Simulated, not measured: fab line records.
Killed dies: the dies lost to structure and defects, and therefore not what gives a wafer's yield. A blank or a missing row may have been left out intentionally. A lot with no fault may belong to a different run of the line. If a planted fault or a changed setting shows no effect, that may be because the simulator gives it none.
Split-lot trial	flow n5Finfet	21 wafers read across 7 lots, on a route 1938 steps long

ON THE SPLIT
At N5_BEOL_M14_TRENCH_ETCH_34 (etches SiO2 in C4F8/O2/Ar, target depth 556.65 nm, time 126.9 s), the setting biasW was moved away from the recipe's 2040 W on 10 of the 21 wafers read, by -15.3% to +11.5%. For the rest of the wafers, this setting stayed at what the recipe calls for.

FROM THE SPLIT TO THE READING: what the file shows between them, 3 steps
- N5_BEOL_M14_STRIP_70: strips in C4F8/O2/Ar
- N5_BEOL_M14_ANNEAL_48: time 90 s
- N5_BEOL_M14_CMP_49: polishes, stops on SiO2, t overpolish 5.2 s, target thk 560 nm

THE READING
M14_THK, in nm, at N5_BEOL_M14_THK_MEAS_50 (measures by xrf). Typical for fault-free wafers on this fab line: 570 nm, with standard deviation 7.7 nm.

wafer	tool, chamber at the split	biasW as run, W	against the recipe	M14_THK, nm	against lot-mates on the recipe
L078.2	rieDiel-01, 0	2040	recipe	575	-
L078.3	rieDiel-01, 2	2225	+9.1%	597	+22
L078.4	rieDiel-01, 2	2225	+9.1%	601	+26
L083.4	rieDiel-05, 2	2040	recipe	573	-
L083.5	rieDiel-05, 2	2040	recipe	569	-
L083.6	rieDiel-05, 1	2040	recipe	567	-
L085.2	rieDiel-05, 1	2040	recipe	567	-
L085.3	rieDiel-05, 2	2238	+9.7%	586	+19
L085.5	rieDiel-05, 0	2238	+9.7%	586	+19
L089.4	rieDiel-01, 3	2227	+9.2%	570	+4
L089.5	rieDiel-01, 0	2040	recipe	568	-
L089.6	rieDiel-01, 3	2040	recipe	563	-
L088.1	rieDiel-06, 0	1727	-15.3%	532	-29
L088.2	rieDiel-06, 2	2040	recipe	561	-
L088.3	rieDiel-06, 3	1727	-15.3%	541	-20
L092.2	rieDiel-05, 1	2274	+11.5%	583	+12
L092.3	rieDiel-05, 3	2040	recipe	571	-
L092.6	rieDiel-05, 3	2274	+11.5%	591	+20
L095.2	rieDiel-05, 0	1841	-9.8%	559	-17
L095.3	rieDiel-05, 1	2040	recipe	565	-
L095.5	rieDiel-05, 3	2040	recipe	587	-

THE FIT
A straight line over all 21 wafers: M14_THK changes by +1.88 nm for each +1% of biasW; r = +0.88; the points scatter about the line by 8.3 nm.
The same after taking each lot's own level away (the mean of its wafers on the recipe; 21 wafers): +1.67 nm for each +1%; r = +0.92; scatter 5.9 nm.
Per that fit: largest biasW move, reading shift of 26 nm.
Across the lots, their own levels run from 561.0 to 576.0 nm, a range of 1.9 times the standard deviation given above.
So the slope is not independent of the lot-to-lot level: the two fits are not the same.
Check: with one of the wafers moved furthest among these (-15.3%) left out of the fit, the line predicts -23.9 nm for it against its lot-mates. It came out at -29 nm against them.
Tool readings at the split's step, against how far the setting was moved: rfVppV r = +0.96.

OTHER SPLITS ON THESE WAFERS
These wafers also went through other splits before the reading. Each is held against what the fit with the lots' levels taken away leaves over:
other split on the same wafers	wafers away from the commonest value	r with M14_THK (lot level and that fit taken away)
N5_BEOL_M12_ETCH_59 h2FlowSccm	10	-0.25
N5_BEOL_M13_EXPOSE_07 doseMj	7	-0.40
N5_BEOL_M13_ETCH_59 timeS	7	+0.08
N5_BEOL_M14_EXPOSE_25 doseMj	10	+0.14

THE WHOLE CHAIN: every reading that the file lists as answering this split, in the file's order
step	what it does	reading	change (the file's fit)	r (the file's)
N5_BEOL_M14_TRENCH_ETCH_34	etches SiO2 in C4F8/O2/Ar, target depth 556.65 nm, time 126.9 s	rfVppV	+18.2 V for each +1% of the setting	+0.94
N5_BEOL_M14_THK_MEAS_50	measures by xrf	M14_THK	+1.64 for each +1% of the setting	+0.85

THE FILE'S OWN FIT
M14_THK changes by +1.64 nm for each +1% of biasW, r = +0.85.
